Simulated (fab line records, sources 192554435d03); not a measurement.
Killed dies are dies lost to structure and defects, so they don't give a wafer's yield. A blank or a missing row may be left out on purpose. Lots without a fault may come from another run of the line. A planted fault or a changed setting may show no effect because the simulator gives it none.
fab line records | flow n5_finfet
record lots=7 wafers=21
route steps=1938 shown BEOL_M7@1273 BEOL_M9@1428 BEOL_M10@1488
start_h: hours from the record's first day to the start of the lot's first wafer shown | wait_h: hours since the lot's step before | " the same as in the row above | L1.1+2: a row that stands for several wafers | - no value, or no start given | * or withheld: withheld | < > ~ a bound
route shown NAME@n: a module of which the file shows steps, and the number in the route of the first | usual: mean/standard deviation of fault-free wafers | same: alike in all rows | chamber/n: place in a boat | sites: the reading at each site | _std_site: their standard deviation | _edge_site: outer sites' mean less inner sites' | radius_mm: how far each site lies from the wafer's centre | mask NAME#n: copy n | behind: the tool/chamber that last shaped the wafer | hold: why the lot was held/for how many hours/how that ended | device: the transistor (n, p or np) that didn't switch | end of line: the same wafers' tests at the end of the route | a step without rows: its recipe alone | killed: dies lost to structure and defects at the first sort, not the wafer's yield | map: a wafer's dies, x killed, . not, _ none there
set.NAME: the setting as run; set.NAME@STEP: as run at that earlier step | model.NAME: the simulator's own value behind a step, which no gauge read
lots whose settings were changed on purpose; a table a step, a row a wafer
## steps
# step N5_BEOL_M7_EXPOSE_08
# recipe mask_id=M7 na=1.35 source_shape=dipole sigma_inner=0.817 sigma_outer=0.97 polarization=te dose_mj=68.25
# columns lot.wafer tool chamber start_h wait_h mask set.dose_mj
L078.1+3+4 arfi_scanner-01 0 221.60 - M7#0 68.25
L081.1+2+6 arfi_scanner-03 0 240.18 - M7#0 68.25
L083.1+2 arfi_scanner-02 0 244.77 - M7#0 68.25
L083.6 " 0 " " M7#0 65.39
L084.1+5+6 arfi_scanner-01 0 263.20 - M7#0 68.25
L086.2 arfi_scanner-02 0 273.88 - M7#0 63.58
L086.4+6 " 0 " " M7#0 68.25
L087.1+5 arfi_scanner-03 0 278.39 - M7#0 70.32
L087.3 " 0 " " M7#0 68.25
L091.1 arfi_scanner-01 0 294.29 - M7#0 71.39
L091.2+5 " 0 " " M7#0 68.25
# step N5_BEOL_M7_PEB_09
# recipe peb_temp_c=withheld peb_time_s=60 resist=CAR-ArF
# step N5_BEOL_M7_DEVELOP_10
# recipe develop_time_s=30 developer=TMAH resist=CAR-ArF rinse_liquid=diw dry=air_spin dev_temp_c=23
# step N5_BEOL_M7_CD_MEAS_11
# recipe target_cd_nm=38.5 landing_energy_ev=500 detector=se_inlens polarity=opening
# usual cd_nm=38.5/0.44
# columns lot.wafer tool chamber start_h wait_h set.dose_mj@BEOL_M7_EXPOSE_08 cd_nm
L078.1 cd_sem-02 0 221.72 - 68.25 38.8
L078.3 " 0 " " 68.25 38.5
L078.4 " 0 " " 68.25 38.5
L081.1 cd_sem-01 0 240.30 - 68.25 38.3
L081.2 " 0 " " 68.25 38.6
L081.6 " 0 " " 68.25 39.0
L083.1 cd_sem-03 0 244.90 - 68.25 39.5
L083.2 " 0 " " 68.25 38.2
L083.6 " 0 " " 65.39 36.7
L084.1 cd_sem-03 0 263.33 - 68.25 38.7
L084.5 " 0 " " 68.25 38.6
L084.6 " 0 " " 68.25 38.1
L086.2 cd_sem-03 0 274.00 - 63.58 35.2
L086.4 " 0 " " 68.25 38.8
L086.6 " 0 " " 68.25 38.1
L087.1 cd_sem-03 0 278.52 - 70.32 40.2
L087.3 " 0 " " 68.25 38.0
L087.5 " 0 " " 70.32 39.8
L091.1 cd_sem-01 0 294.42 - 71.39 39.9
L091.2 " 0 " " 68.25 38.5
L091.5 " 0 " " 68.25 38.1
# step N5_BEOL_M7_DESCUM_16
# recipe chemistry=O2 time_s=7.9 source_power_w=50 bias_power_w=20 pressure_mtorr=20 rf_frequency_hz=2.712e+07 temp_c=40 resist=CAR-ArF o2_flow_sccm=225
# step N5_BEOL_M7_ETCH_61
# recipe chemistry=CF4 target=SiARC target_depth_a=455 mask_material=CAR-ArF time_s=75.8 ion_energy_ev=80 pressure_mtorr=40 source_w=545 bias_w=36 Ar_flow_sccm=100 cf4_flow_sccm=100 ends=cleared
# columns lot.wafer tool chamber start_h wait_h set.dose_mj@BEOL_M7_EXPOSE_08 model.BEOL_M7.cd_offset_nm
L078.1 rie_diel-04 3 221.89 0.0 68.25 0
L078.3 " 1 " " 68.25 -0.4
L078.4 " 0 " " 68.25 -0.2
L081.1+2 rie_diel-04 2,3 240.43 0.0 68.25 0.2
L081.6 " 2 " " 68.25 0.4
L083.1 rie_diel-04 3 245.02 0.0 68.25 1
L083.2 " 0 " " 68.25 -0.2
L083.6 " 1 " " 65.39 -1.8
L084.1 rie_diel-01 2 263.54 0.0 68.25 0.2
L084.5+6 " 2,1 " " 68.25 -0.2
L086.2 rie_diel-01 0 274.96 0.0 63.58 -3.4
L086.4+6 " 0,1 " " 68.25 0
L087.1 rie_diel-06 1 278.99 0.0 70.32 1.6
L087.3 " 3 " " 68.25 -0.6
L087.5 " 1 " " 70.32 1.4
L091.1 rie_diel-06 3 294.98 0.0 71.39 1.6
L091.2 " 2 " " 68.25 -0.2
L091.5 " 1 " " 68.25 0
# step N5_BEOL_M7_ETCH_62
# recipe chemistry=N2/H2 target=SOC target_depth_a=1100 overetch_a=220 mask_material=SiARC temp_c=40 time_s=165 ion_energy_ev=200 pressure_mtorr=30 source_w=840 bias_w=150 n2_flow_sccm=200 h2_flow_sccm=200
# columns lot.wafer tool chamber start_h wait_h set.dose_mj@BEOL_M7_EXPOSE_08 model.BEOL_M7.cd_offset_nm
L078.1+3 rie_diel-04 3,1 221.95 0.0 68.25 0
L078.4 " 0 " " 68.25 -0.4
L081.1 rie_diel-04 2 240.48 0.0 68.25 0
L081.2+6 " 3,2 " " 68.25 0.4
L083.1 rie_diel-04 3 245.08 0.0 68.25 1.2
L083.2 " 0 " " 68.25 -0.4
L083.6 " 1 " " 65.39 -1.4
L084.1 rie_diel-01 2 263.59 0.0 68.25 0.2
L084.5 " 2 " " 68.25 -0.4
L084.6 " 1 " " 68.25 -0.2
L086.2 rie_diel-01 0 275.02 0.0 63.58 -3.4
L086.4 " 0 " " 68.25 0
L086.6 " 1 " " 68.25 -0.2
L087.1 rie_diel-06 1 279.04 0.0 70.32 1.6
L087.3 " 3 " " 68.25 -0.4
L087.5 " 1 " " 70.32 1.4
L091.1 rie_diel-06 3 295.04 0.0 71.39 1.8
L091.2 " 2 " " 68.25 -0.2
L091.5 " 1 " " 68.25 0
# step N5_BEOL_M7_STRIP_68
# recipe chemistry=N2/H2 temp_c=40 n2_flow_sccm=200 h2_flow_sccm=200 rf_frequency_hz=6e+07
# step N5_BEOL_M7_STRIP_67
# recipe chemistry=CF4 resist=SiARC power_w=300 bias_power_w=75 pressure_mtorr=50 cf4_flow_sccm=150 rf_frequency_hz=6e+07
# step N5_BEOL_M7_HM_OPEN_17
# recipe chemistry=Cl2/BCl3 target_depth_a=200 overetch_a=60 target=TiN mask_material=SOC ion_energy_ev=150 pressure_mtorr=10 icp_w=1000 bias_w=126 Cl2_flow_sccm=53.25 bcl3_flow_sccm=21.75 Ar_flow_sccm=25
# columns lot.wafer tool chamber start_h wait_h set.dose_mj@BEOL_M7_EXPOSE_08 model.BEOL_M7.cd_offset_nm
L078.1+3 rie_metal-03 1 222.14 0.0 68.25 -0.2
L078.4 " 0 " " 68.25 -0.4
L081.1 rie_metal-02 1 240.67 0.0 68.25 0
L081.2 " 0 " " 68.25 0.4
L081.6 " 0 " " 68.25 0.6
L083.1 rie_metal-02 1 245.27 0.0 68.25 1
L083.2 " 0 " " 68.25 -0.2
L083.6 " 1 " " 65.39 -1.6
L084.1 rie_metal-02 1 263.85 0.1 68.25 0.2
L084.5 " 1 " " 68.25 -0.6
L084.6 " 0 " " 68.25 -0.2
L086.2 rie_metal-02 1 275.20 0.0 63.58 -3.4
L086.4 " 0 " " 68.25 0.2
L086.6 " 1 " " 68.25 -0.2
L087.1 rie_metal-02 0 279.23 0.0 70.32 1.8
L087.3 " 0 " " 68.25 -0.4
L087.5 " 0 " " 70.32 1.6
L091.1 rie_metal-02 0 295.23 0.0 71.39 2
L091.2 " 1 " " 68.25 -0.2
L091.5 " 1 " " 68.25 0
# step N5_BEOL_M7_STRIP_19
# recipe chemistry=O2 power_w=400 temp_c=40 pressure_mtorr=30 rf_frequency_hz=6e+07 bias_power_w=0 overash_fraction=0.2 o2_flow_sccm=225
# step N5_BEOL_M7_CD_MEAS_18
# recipe pitch_nm=80 target_cd_nm=40
# usual cd_nm=40.0/0.53
# columns lot.wafer tool chamber start_h wait_h set.dose_mj@BEOL_M7_EXPOSE_08 cd_nm
L078.1 cd_sem-02 - 222.32 0.0 68.25 39.7
L078.3 " - " " 68.25 39.9
L078.4 " - " " 68.25 39.8
L081.1 cd_sem-01 - 240.88 0.0 68.25 39.9
L081.2 " - " " 68.25 40.9
L081.6 " - " " 68.25 40.5
L083.1 cd_sem-01 - 245.45 0.0 68.25 40.8
L083.2 " - " " 68.25 39.7
L083.6 " - " " 65.39 38.4
L084.1 cd_sem-02 - 264.08 0.0 68.25 40.1
L084.5 " - " " 68.25 39.7
L084.6 " - " " 68.25 40.0
L086.2 cd_sem-03 - 275.48 0.1 63.58 36.9
L086.4 " - " " 68.25 40.2
L086.6 " - " " 68.25 39.6
L087.1 cd_sem-01 - 279.47 0.0 70.32 42.1
L087.3 " - " " 68.25 39.4
L087.5 " - " " 70.32 41.6
L091.1 cd_sem-01 - 295.47 0.0 71.39 42.2
L091.2 " - " " 68.25 40.0
L091.5 " - " " 68.25 39.9
# step N5_BEOL_M7_COAT_63
# recipe resist=SOC temp_c=250 time_s=60 spin_rpm=1500 resist_thk_nm=60
# step N5_BEOL_M7_COAT_64
# recipe resist=SiARC temp_c=220 time_s=60 spin_rpm=1500 resist_thk_nm=12
# step N5_BEOL_M7_PRECLEAN_42
# recipe chemistry=residue_remover time_s=60 temp_c=40
# step N5_BEOL_M7_SRD_43
# recipe time_s=30 temp_c=23 rinse_liquid=diw dry=ipa_marangoni
# step N5_BEOL_M7_CD_MEAS_35
# recipe target_cd_nm=40 polarity=opening
# usual cd_nm=40.0/0.58
# columns lot.wafer tool chamber start_h wait_h set.dose_mj@BEOL_M7_EXPOSE_08 cd_nm
L078.1 cd_sem-03 - 224.21 0.0 68.25 39.6
L078.3 " - " " 68.25 39.8
L078.4 " - " " 68.25 39.6
L081.1 cd_sem-02 - 242.48 0.0 68.25 40.3
L081.2 " - " " 68.25 40.5
L081.6 " - " " 68.25 40.1
L083.1 cd_sem-02 - 247.89 0.0 68.25 41.0
L083.2 " - " " 68.25 39.9
L083.6 " - " " 65.39 38.3
L084.1 cd_sem-01 - 266.32 0.0 68.25 40.2
L084.5 " - " " 68.25 39.5
L084.6 " - " " 68.25 40.0
L086.2 cd_sem-03 - 278.40 0.0 63.58 36.7
L086.4 " - " " 68.25 40.1
L086.6 " - " " 68.25 40.0
L087.1 cd_sem-02 - 283.88 0.0 70.32 41.7
L087.3 " - " " 68.25 39.6
L087.5 " - " " 70.32 41.6
L091.1 cd_sem-01 - 296.99 0.0 71.39 42.0
L091.2 " - " " 68.25 39.9
L091.5 " - " " 68.25 40.4
# step N5_BEOL_M9_COAT_22
# recipe resist=CAR-EUV spin_rpm=1500 resist_thk_nm=30
# columns lot.wafer tool chamber start_h wait_h set.spin_rpm model.CAR-EUV_of_BEOL_M9_COAT_22.thk_nm
L078.1 litho_track-03 0 - - 1500 30.2
L078.3 " 0 " " 1500 30
L078.4 " 0 " " 1351 31.6
L081.1 litho_track-01 0 - - 1565 29.4
L081.2+6 " 0 " " 1500 30
L083.1 litho_track-03 0 - - 1610 28.8
L083.2+6 " 0 " " 1500 29.8
L084.1+5+6 litho_track-03 0 - - 1500 29.8
L086.2 litho_track-03 0 - - 1635 28.6
L086.4+6 " 0 " " 1500 30
L087.1+3+5 litho_track-03 0 - - 1500 30
L091.1+2+5 litho_track-03 0 - - 1500 30
# step N5_BEOL_M9_EXPOSE_25
# recipe mask_id=V8 na=0.33 source_shape=annular sigma_inner=0.4 sigma_outer=0.8 polarization=unpolarized dose_mj=37.25
# columns lot.wafer tool chamber start_h wait_h mask set.dose_mj
L078.1+4 euv_scanner-01 0 242.87 - V8#0 37.25
L078.3 " 0 " " V8#0 35.65
L081.1+6 euv_scanner-01 0 264.89 - V8#0 36.09
L081.2 " 0 " " V8#0 37.25
L083.1 euv_scanner-01 0 268.46 - V8#0 38.57
L083.2+6 " 0 " " V8#0 37.25
L084.1+5+6 euv_scanner-02 0 285.53 - V8#0 37.25
L086.2+4+6 euv_scanner-02 0 293.40 - V8#0 37.25
L087.1+5 euv_scanner-02 0 305.27 - V8#0 34.89
L087.3 " 0 " " V8#0 37.25
L091.1+2+5 euv_scanner-02 0 312.45 - V8#0 37.25
# step N5_BEOL_M9_PEB_26
# recipe peb_temp_c=100 peb_time_s=60 resist=CAR-EUV
# step N5_BEOL_M9_DEVELOP_27
# recipe develop_time_s=30 developer=TMAH resist=CAR-EUV rinse_liquid=surfactant_rinse dry=air_spin dev_temp_c=23
# columns lot.wafer tool chamber start_h wait_h set.spin_rpm@BEOL_M9_COAT_22 model.CAR-EUV_of_BEOL_M9_COAT_22.thk_nm
L078.1+3 litho_track-05 0 - - 1500 29.6
L078.4 " 0 " " 1351 31.2
L081.1 litho_track-05 0 - - 1565 29
L081.2+6 " 0 " " 1500 29.6
L083.1 litho_track-03 0 - - 1610 28.4
L083.2+6 " 0 " " 1500 29.4
L084.1+5+6 litho_track-03 0 - - 1500 29.4
L086.2 litho_track-01 0 - - 1635 28.2
L086.4+6 " 0 " " 1500 29.4
L087.1+3+5 litho_track-05 0 - - 1500 29.6
L091.1+5 litho_track-05 0 - - 1500 29.4
L091.2 " 0 " " 1500 29.6
# step N5_BEOL_M9_CD_MEAS_28
# recipe target_cd_nm=70 landing_energy_ev=500 detector=se_inlens polarity=opening
# usual cd_nm=70.07/0.28
# columns lot.wafer tool chamber start_h wait_h set.dose_mj@BEOL_M9_EXPOSE_25 cd_nm
L078.1 cd_sem-01 0 243.00 - 37.25 69.83
L078.3 " 0 " " 35.65 68.70
L078.4 " 0 " " 37.25 69.36
L081.1 cd_sem-03 0 265.02 - 36.09 69.72
L081.2 " 0 " " 37.25 70.21
L081.6 " 0 " " 36.09 69.48
L083.1 cd_sem-03 0 268.59 - 38.57 70.45
L083.2 " 0 " " 37.25 69.86
L083.6 " 0 " " 37.25 70.14
L084.1 cd_sem-01 0 285.66 - 37.25 69.91
L084.5 " 0 " " 37.25 69.96
L084.6 " 0 " " 37.25 70.13
L086.2 cd_sem-01 0 293.52 - 37.25 70.28
L086.4 " 0 " " 37.25 70.65
L086.6 " 0 " " 37.25 70.42
L087.1 cd_sem-02 0 305.40 - 34.89 68.17
L087.3 " 0 " " 37.25 70.06
L087.5 " 0 " " 34.89 68.60
L091.1 cd_sem-01 0 312.58 - 37.25 69.97
L091.2 " 0 " " 37.25 70.37
L091.5 " 0 " " 37.25 70.21
# step N5_BEOL_M9_DESCUM_33
# recipe chemistry=O2 time_s=7 source_power_w=50 bias_power_w=20 pressure_mtorr=20 rf_frequency_hz=2.712e+07 temp_c=40 resist=CAR-EUV o2_flow_sccm=225
# columns lot.wafer tool chamber start_h wait_h set.spin_rpm@BEOL_M9_COAT_22 model.CAR-EUV_of_BEOL_M9_COAT_22.thk_nm
L078.1+3 rie_diel-06 0,1 243.13 0.0 1500 26.2
L078.4 " 1 " " 1351 27.8
L081.1 rie_diel-01 2 265.14 0.0 1565 25.4
L081.2+6 " 1 " " 1500 26
L083.1 rie_diel-04 0 268.71 0.0 1610 24.8
L083.2+6 " 2 " " 1500 26
L084.1+5+6 rie_diel-06 3,3,2 285.82 0.0 1500 25.8
L086.2 rie_diel-04 0 293.68 0.1 1635 24.6
L086.4+6 " 2,3 " " 1500 26
L087.1+3+5 rie_diel-06 3,1,3 305.62 0.1 1500 26
L091.1+2+5 rie_diel-06 1,3,3 312.72 0.0 1500 26
# step N5_BEOL_M10_ETCH_62
# recipe chemistry=N2/H2 target=SOC target_depth_a=1100 overetch_a=220 mask_material=SiARC temp_c=40 time_s=165 ion_energy_ev=200 pressure_mtorr=30 source_w=840 bias_w=150 n2_flow_sccm=200 h2_flow_sccm=200
# columns lot.wafer tool chamber start_h wait_h set.time_s model.SiARC_of_BEOL_M10_COAT_60.thk_nm
L078.1 rie_diel-05 2 248.86 0.0 137.4 24.6
L078.3+4 " 0,1 " " 165 23.4
L081.1+2 rie_diel-02 0,2 270.74 0.0 165 23.2
L081.6 " 2 " " 200.7 21.8
L083.1 rie_diel-02 2 274.73 0.0 165 23.2
L083.2 " 3 " " 153.7 24
L083.6 " 2 " " 165 23.4
L084.1+6 rie_diel-05 2,0 291.18 0.0 165 23.4
L084.5 " 3 " " 165 23.2
L086.2 rie_diel-05 2 301.00 0.0 165 23.4
L086.4 " 0 " " 150 23.8
L086.6 " 2 " " 150 24
L087.1 rie_diel-05 1 310.78 0.0 165 23.2
L087.3+5 " 2 " " 175.5 23
L091.1+5 rie_diel-02 2,0 318.24 0.0 165 23.4
L091.2 " 3 " " 165 23.6
# step N5_BEOL_M10_COAT_63
# recipe resist=SOC temp_c=250 time_s=60 spin_rpm=1500 resist_thk_nm=100
# columns lot.wafer tool chamber start_h wait_h set.spin_rpm model.SOC_of_BEOL_M10_COAT_63.thk_nm
L078.1+3 litho_track-04 0 251.98 2.7 1500 100
L078.4 " 0 " " 1456 101.6
L081.1+2+6 litho_track-03 0 272.62 1.5 1500 100
L083.1+2 litho_track-04 0 276.67 1.6 1500 100.2
L083.6 " 0 " " 1500 100
L084.1+5+6 litho_track-04 0 293.31 1.7 1500 100.2
L086.2 litho_track-04 0 301.74 0.4 1582 98
L086.4 " 0 " " 1500 100.2
L086.6 " 0 " " 1582 97.6
L087.1 litho_track-03 0 312.15 0.7 1500 99.4
L087.3+5 " 0 " " 1500 99.8
L091.1+2 litho_track-02 0 319.78 1.0 1500 100.4
L091.5 " 0 " " 1500 100.6
# step N5_BEOL_M10_COAT_64
# recipe resist=SiARC temp_c=220 time_s=60 spin_rpm=1500 resist_thk_nm=30
# step N5_BEOL_M10_COAT_22
# recipe resist=CAR-ArF spin_rpm=1500 resist_thk_nm=90
# step N5_BEOL_M10_DESCUM_33
# recipe chemistry=O2 time_s=7.9 source_power_w=50 bias_power_w=20 pressure_mtorr=20 rf_frequency_hz=2.712e+07 temp_c=40 resist=CAR-ArF o2_flow_sccm=225
# step N5_BEOL_M10_ETCH_65
# recipe chemistry=CF4 target=SiARC target_depth_a=390 mask_material=CAR-ArF time_s=65 ion_energy_ev=80 pressure_mtorr=40 source_w=545 bias_w=36 Ar_flow_sccm=100 cf4_flow_sccm=100 ends=cleared
# step N5_BEOL_M10_ETCH_66
# recipe chemistry=N2/H2 target=SOC target_depth_a=1200 overetch_a=240 mask_material=SiARC temp_c=40 time_s=180 ion_energy_ev=200 pressure_mtorr=30 source_w=840 bias_w=150 n2_flow_sccm=200 h2_flow_sccm=200
# columns lot.wafer tool chamber start_h wait_h set.spin_rpm@BEOL_M10_COAT_63 model.etch.depth_nm
L078.1 rie_diel-05 2 253.18 0.0 1500 99.99
L078.3 " 1 " " 1500 99.91
L078.4 " 0 " " 1456 101.6
L081.1+2 rie_diel-03 2,1 273.17 0.0 1500 99.99
L081.6 " 1 " " 1500 100
L083.1+2 rie_diel-05 3,1 277.21 0.0 1500 100.2
L083.6 " 1 " " 1500 100.1
L084.1 rie_diel-05 2 293.73 0.0 1500 100.1
L084.5+6 " 0,1 " " 1500 100.2
L086.2 rie_diel-05 3 302.46 0.0 1582 97.96
L086.4 " 2 " " 1500 100.1
L086.6 " 1 " " 1582 97.52
L087.1 rie_diel-02 1 313.28 0.0 1500 99.42
L087.3 " 0 " " 1500 99.8
L087.5 " 2 " " 1500 99.71
L091.1 rie_diel-05 1 320.37 0.0 1500 100.3
L091.2+5 " 0,2 " " 1500 100.5
# step N5_BEOL_M10_STRIP_69
# recipe chemistry=N2/H2 temp_c=40 n2_flow_sccm=200 h2_flow_sccm=200 rf_frequency_hz=6e+07
# step N5_BEOL_M10_VIA_ETCH_34
# recipe chemistry=C4F6/O2 target=SiCOH_lowk target_depth_a=1845 mask_material=SOC taper_deg=4 time_s=69.2 ion_energy_ev=250 pressure_mtorr=30 source_w=345 bias_w=185 Ar_flow_sccm=300 C4F6_flow_sccm=10 O2_flow_sccm=10
# columns lot.wafer tool chamber start_h wait_h set.spin_rpm@BEOL_M10_COAT_63 model.SOC_of_BEOL_M10_COAT_63.thk_nm
L078.1 rie_diel-05 2 253.31 0.0 1500 92.2
L078.3 " 1 " " 1500 91.8
L078.4 " 0 " " 1456 93.6
L081.1+2+6 rie_diel-03 2,1,1 273.29 0.0 1500 92
L083.1 rie_diel-05 3 277.34 0.0 1500 92.2
L083.2 " 1 " " 1500 92
L083.6 " 1 " " 1500 91.8
L084.1 rie_diel-05 2 293.85 0.0 1500 92.2
L084.5+6 " 0,1 " " 1500 91.8
L086.2 rie_diel-05 3 302.58 0.0 1582 89.8
L086.4 " 2 " " 1500 92.2
L086.6 " 1 " " 1582 89
L087.1 rie_diel-02 1 313.40 0.0 1500 91.6
L087.3 " 0 " " 1500 91.8
L087.5 " 2 " " 1500 91.4
L091.1 rie_diel-05 1 320.50 0.0 1500 91.8
L091.2 " 0 " " 1500 92.2
L091.5 " 2 " " 1500 92.6
## key
split step=N5_BEOL_M7_EXPOSE_08 setting=dose_mj stated=68.25 by=wafer
response step=N5_BEOL_M7_CD_MEAS_11 reading=cd_nm change=+0.472 per=1% r=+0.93
response step=N5_BEOL_M7_ETCH_61 reading=model.BEOL_M7.cd_offset_nm change=+0.493 per=1% r=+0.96
response step=N5_BEOL_M7_ETCH_62 reading=model.BEOL_M7.cd_offset_nm change=+0.471 per=1% r=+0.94
response step=N5_BEOL_M7_HM_OPEN_17 reading=model.BEOL_M7.cd_offset_nm change=+0.503 per=1% r=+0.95
response step=N5_BEOL_M7_CD_MEAS_18 reading=cd_nm change=+0.481 per=1% r=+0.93
response step=N5_BEOL_M7_CD_MEAS_35 reading=cd_nm change=+0.493 per=1% r=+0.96
split step=N5_BEOL_M9_COAT_22 setting=spin_rpm stated=1500 by=wafer
response step=N5_BEOL_M9_COAT_22 reading=model.CAR-EUV_of_BEOL_M9_COAT_22.thk_nm change=-0.148 per=1% r=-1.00
response step=N5_BEOL_M9_DEVELOP_27 reading=model.CAR-EUV_of_BEOL_M9_COAT_22.thk_nm change=-0.145 per=1% r=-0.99
response step=N5_BEOL_M9_DESCUM_33 reading=model.CAR-EUV_of_BEOL_M9_COAT_22.thk_nm change=-0.158 per=1% r=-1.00
split step=N5_BEOL_M9_EXPOSE_25 setting=dose_mj stated=37.25 by=wafer
response step=N5_BEOL_M9_CD_MEAS_28 reading=cd_nm change=+0.223 per=1% r=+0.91
split step=N5_BEOL_M10_ETCH_62 setting=time_s stated=165 by=wafer
response step=N5_BEOL_M10_ETCH_62 reading=model.SiARC_of_BEOL_M10_COAT_60.thk_nm change=-0.0664 per=1% r=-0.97
split step=N5_BEOL_M10_COAT_63 setting=spin_rpm stated=1500 by=wafer
response step=N5_BEOL_M10_COAT_63 reading=model.SOC_of_BEOL_M10_COAT_63.thk_nm change=-0.463 per=1% r=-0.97
response step=N5_BEOL_M10_ETCH_66 reading=model.etch.depth_nm change=-0.462 per=1% r=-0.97
response step=N5_BEOL_M10_VIA_ETCH_34 reading=model.SOC_of_BEOL_M10_COAT_63.thk_nm change=-0.52 per=1% r=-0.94
